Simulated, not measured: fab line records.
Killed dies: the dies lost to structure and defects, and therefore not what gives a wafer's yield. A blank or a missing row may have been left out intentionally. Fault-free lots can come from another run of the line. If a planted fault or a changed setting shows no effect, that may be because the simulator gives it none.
Split-lot experiment + flow n5-finfet + 39 wafers read across 7 lots, on a route 1938 steps long

== ON THE SPLIT ==
At N5_BEOL_M8_DEP_56 (deposits SiCN from 3MS/NH3, target thk 10 nm, time 17.5 s), the setting time-s was moved away from the recipe's 17.5 s on 9 of the 39 wafers read, by -30.6% to +36.4%. For the rest of the wafers, this setting stayed at what the recipe calls for.

Reading taken at the split's own step.

== THE READING ==
SiCN_of_BEOL_M8_DEP_56.thk-nm (the simulator's own value, which no gauge read), in nm, at N5_BEOL_M8_DEP_56 (deposits SiCN from 3MS/NH3, target thk 10 nm, time 17.5 s). No usual value for it is given in the file. Across the 30 wafers here that went through the recipe, the average is 10.0 nm and the standard deviation 0.16 nm.

| wafer  | tool, chamber at the split | time-s as run, s | against the recipe | SiCN_of_BEOL_M8_DEP_56.thk-nm, nm | against lot-mates on the recipe |
|--------|----------------------------|------------------|--------------------|-----------------------------------|---------------------------------|
| L075.1 | pecvd-03, 2,0,1            | 17.5             | recipe             | 9.8                               | -                               |
| L075.2 | pecvd-03, 2,0,1            | 17.5             | recipe             | 9.8                               | -                               |
| L075.3 | pecvd-03, 2,0,1            | 17.5             | recipe             | 9.8                               | -                               |
| L075.4 | pecvd-03, 0,2              | 17.5             | recipe             | 10                                | -                               |
| L075.6 | pecvd-03, 0,2              | 17.5             | recipe             | 10                                | -                               |
| L075.5 | pecvd-03, 1                | 17.5             | recipe             | 10.2                              | -                               |
| L079.1 | pecvd-03, 1                | 23.87            | +36.4%             | 13.6                              | +3.5                            |
| L079.2 | pecvd-03, 2                | 17.5             | recipe             | 10                                | -                               |
| L079.3 | pecvd-03, 0                | 23.87            | +36.4%             | 13.8                              | +3.7                            |
| L079.5 | pecvd-03, 0                | 23.87            | +36.4%             | 13.8                              | +3.7                            |
| L079.4 | pecvd-03, 2,1              | 17.5             | recipe             | 10.2                              | -                               |
| L079.6 | pecvd-03, 2,1              | 17.5             | recipe             | 10.2                              | -                               |
| L080.1 | pecvd-03, 0,1,1            | 17.5             | recipe             | 10                                | -                               |
| L080.3 | pecvd-03, 0,1,1            | 17.5             | recipe             | 10                                | -                               |
| L080.5 | pecvd-03, 0,1,1            | 17.5             | recipe             | 10                                | -                               |
| L080.2 | pecvd-03, 2                | 17.5             | recipe             | 9.8                               | -                               |
| L080.4 | pecvd-03, 2                | 17.5             | recipe             | 9.8                               | -                               |
| L080.6 | pecvd-03, 0                | 17.5             | recipe             | 10.2                              | -                               |
| L085.1 | pecvd-03, 2                | 17.5             | recipe             | 10                                | -                               |
| L085.2 | pecvd-03, 0                | 17.5             | recipe             | 10.2                              | -                               |
| L085.4 | pecvd-03, 2                | 17.5             | recipe             | 10.4                              | -                               |
| L089.1 | pecvd-01, 2                | 17.5             | recipe             | 9.8                               | -                               |
| L089.2 | pecvd-01, 0                | 23.04            | +31.7%             | 12.8                              | +2.8                            |
| L089.3 | pecvd-01, 1                | 23.04            | +31.7%             | 13                                | +3.0                            |
| L089.4 | pecvd-01, 1                | 23.04            | +31.7%             | 13.2                              | +3.2                            |
| L089.5 | pecvd-01, 0                | 17.5             | recipe             | 10                                | -                               |
| L089.6 | pecvd-01, 2                | 17.5             | recipe             | 10.2                              | -                               |
| L090.1 | pecvd-03, 0,2              | 12.15            | -30.6%             | 7                                 | -3.0                            |
| L090.3 | pecvd-03, 0,2              | 12.15            | -30.6%             | 7                                 | -3.0                            |
| L090.2 | pecvd-03, 1,0,1            | 17.5             | recipe             | 10                                | -                               |
| L090.4 | pecvd-03, 1,0,1            | 17.5             | recipe             | 10                                | -                               |
| L090.5 | pecvd-03, 1,0,1            | 17.5             | recipe             | 10                                | -                               |
| L090.6 | pecvd-03, 2                | 12.15            | -30.6%             | 7.2                               | -2.8                            |
| L097.1 | pecvd-04, 0                | 17.5             | recipe             | 9.6                               | -                               |
| L097.2 | pecvd-04, 2,2,0,0,2        | 17.5             | recipe             | 10                                | -                               |
| L097.3 | pecvd-04, 2,2,0,0,2        | 17.5             | recipe             | 10                                | -                               |
| L097.4 | pecvd-04, 2,2,0,0,2        | 17.5             | recipe             | 10                                | -                               |
| L097.5 | pecvd-04, 2,2,0,0,2        | 17.5             | recipe             | 10                                | -                               |
| L097.6 | pecvd-04, 2,2,0,0,2        | 17.5             | recipe             | 10                                | -                               |
Rows listing several chambers each stand for several wafers; the file does not say which wafer went through which chamber.

THE FIT
A straight line over all 39 wafers: SiCN_of_BEOL_M8_DEP_56.thk-nm changes by +0.0982 nm for each +1% of time-s; r = +0.99; the points scatter about the line by 0.17 nm.
The same after taking each lot's own level away (the mean of its wafers on the recipe; 39 wafers): +0.0967 nm for each +1%; r = +1.00; scatter 0.14 nm.
The reading moves by 3.5 nm for the largest change in time-s, on that fit.
Measured against the standard deviation above, the lots' own levels, which go from 9.93 to 10.20 nm, span 1.6 times it.
The two slopes are in agreement: the lot-to-lot level therefore moves the slope only a little.
Check: for one of the wafers moved furthest among these (+36.4%), held out of the fit, the line's prediction against its lot-mates is +3.53 nm. Against them it came out at +3.47 nm.

== FURTHER SPLITS ON THESE WAFERS ==
Note: prior to the reading, these wafers also went through further splits. Each is held against what the fit with the lots' levels taken away leaves over:
| other split on the same wafers                  | wafers away from the commonest value | r with SiCN_of_BEOL_M8_DEP_56.thk-nm (lot level and that fit taken away) |
|-------------------------------------------------|--------------------------------------|--------------------------------------------------------------------------|
| N5_MOL_CONTACT_COAG_ETCHBACK_136 target-depth-a | 12                                   | -0.07                                                                    |
| N5_BEOL_M7_ILD_DEP_00 time-s                    | 12                                   | +0.18                                                                    |

== FILE'S OWN FIT ==
SiCN_of_BEOL_M8_DEP_56.thk-nm changes by +0.0968 nm for each +1% of time-s, r = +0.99.
